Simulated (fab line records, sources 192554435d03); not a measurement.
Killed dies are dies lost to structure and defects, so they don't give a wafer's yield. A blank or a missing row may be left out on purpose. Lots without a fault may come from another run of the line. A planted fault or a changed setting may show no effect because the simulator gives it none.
A struck lot beside a sound one | flow n5_finfet | 14 steps out of a route of 1938
Sound: wafers L124.1, L124.2, L124.6. Struck: wafer L137.5. (L137.1, L137.2 of the same lot were not struck and are left out.) The cause comes at the end.
At each step with rows: each side's tool, then ch and its chambers, then its first start. Under that, the readings that differ: sound wafers | struck wafers | difference of the means | sigmas: that difference in standard deviations of wafers without a fault.
alike: readings whose means differ by less than 2 such deviations, and words and numbers that are the same on both sides. not compared: withheld readings, readings that some wafer has no value for, bounds like >300 that may hide the same value, and numbers for which the record gives no deviation and whose values overlap.
The two part at a step that has a row with sigmas, a row that says differs or no value, or rows on one side only. Numbers that don't overlap but have no deviation are shown without sigmas and don't part them. A reading that every wafer of one side lacks parts them only if that side has two wafers or more.

N5_HKMG_FIN_ETCHBACK_68: etches the open film in Cl2/Ar, stops on HfO2, target depth 0.5 nm.
  sound on rie_metal-02 ch 0,1, day 4 06:28; struck on rie_metal-01 ch 1, day 8 01:01
  alike: chamber_pressure_mTorr, drypump_motor_current_A, oes_product_au, throttle_valve_pct
  not compared: rf_hours_counter_h
then, 1 step without rows for these wafers: N5_HKMG_FIN_STRIP_69 (strips in N2/H2, time 360 s).
N5_HKMG_FIN_ALD_21: deposits TiN, target thk 1.5 nm, pulse time 1 s, purge time 3 s.
  sound on ald_metal-03 ch 0,1,2, day 4 06:59; struck on ald_metal-02 ch 0, day 8 01:32
  alike: heater_power_w, precursor_pulse_height_rel
then, 4 steps without rows for these wafers: N5_HKMG_FIN_ALD_72 (deposits W, target thk 2 nm, pulse time 1 s, purge time 2 s); N5_HKMG_FIN_W_FILL_22 (material W, target thk 60 nm, time 18.2 s); N5_HKMG_FIN_PRECLEAN_83 (cleans in DIW, time 57.5 s); N5_HKMG_FIN_SRD_84 (dry time 32 s).
N5_HKMG_FIN_CMP_23: polishes, stops on SiNx, t overpolish 10 s, target thk 46.326 nm.
  sound on cmp-03 ch 1,2,3, day 4 07:31; struck on cmp-02 ch 0, day 8 02:09
  reading             | sound          | struck | difference | sigmas
  motor_current_A (A) | 12.9 12.7 12.9 | 15.6   | +2.8       | +2
  alike: overpolish_run_s, time_to_endpoint_s
N5_HKMG_FIN_CMP_94: polishes, stops on SiNx, t overpolish 4.7 s, target thk 43.299 nm.
  sound on cmp-03 ch 1,2,3, day 4 08:00; struck on cmp-02 ch 0, day 8 02:35
  alike: motor_current_A
N5_HKMG_FIN_INSPECT_28: inspects for defects (darkfield).
  sound on defect_inspect-01, day 4 08:14; struck on defect_inspect-01, day 8 02:47
  alike: raw_defect_count
then, 1 step without rows for these wafers: N5_GATE_CUT_ETCHBACK_00 (etches W in SF6/Cl2).
N5_GATE_CUT_ETCH_56: etches TiN in Cl2/Ar, target depth 21.6 nm.
  sound on rie_metal-03 ch 0,1, day 4 08:23; struck on rie_metal-01 ch 1, day 8 02:59
  reading                  | sound             | struck | difference | sigmas
  throttle_valve_pct (%)   | 21.10 20.70 20.72 | 20.61  | -0.23      | -2
  model.etch.depth_nm (nm) | 21.58 22.23 22.14 | 29.72  | +7.74      |
  alike: chamber_pressure_mTorr, drypump_motor_current_A, oes_product_au
  not compared: rf_hours_counter_h
N5_GATE_CUT_ETCHBACK_30: etches TiN in Cl2/Ar, target depth 3 nm.
  sound on rie_metal-03 ch 0,1, day 4 08:29; struck on rie_metal-01 ch 1, day 8 03:06
  alike: chamber_pressure_mTorr, drypump_motor_current_A, oes_product_au, throttle_valve_pct
  not compared: rf_hours_counter_h
-- the record jumps here: 11 days lie between the struck wafers' starts before and after (it left off in module GATE_CUT and takes up again in module PASSIVATION, whose first step shown is number 1936 of the route) --
N5_PASSIVATION_PROBE_49:
  sound on prober-01, day 13 19:20; struck on prober-02, day 18 19:03
  alike: killed_at_M0_to_M3, killed_at_M4_up, killed_at_contacts, killed_at_front_end, killed_at_other, killed_dies, killed_open, killed_short

WHERE THEY PART
First at N5_HKMG_FIN_CMP_23; last, within this record, at N5_GATE_CUT_ETCH_56. Later steps at which nothing parts them and some readings are alike: N5_GATE_CUT_ETCHBACK_30, N5_PASSIVATION_PROBE_49.

WHY: what the simulator had put in
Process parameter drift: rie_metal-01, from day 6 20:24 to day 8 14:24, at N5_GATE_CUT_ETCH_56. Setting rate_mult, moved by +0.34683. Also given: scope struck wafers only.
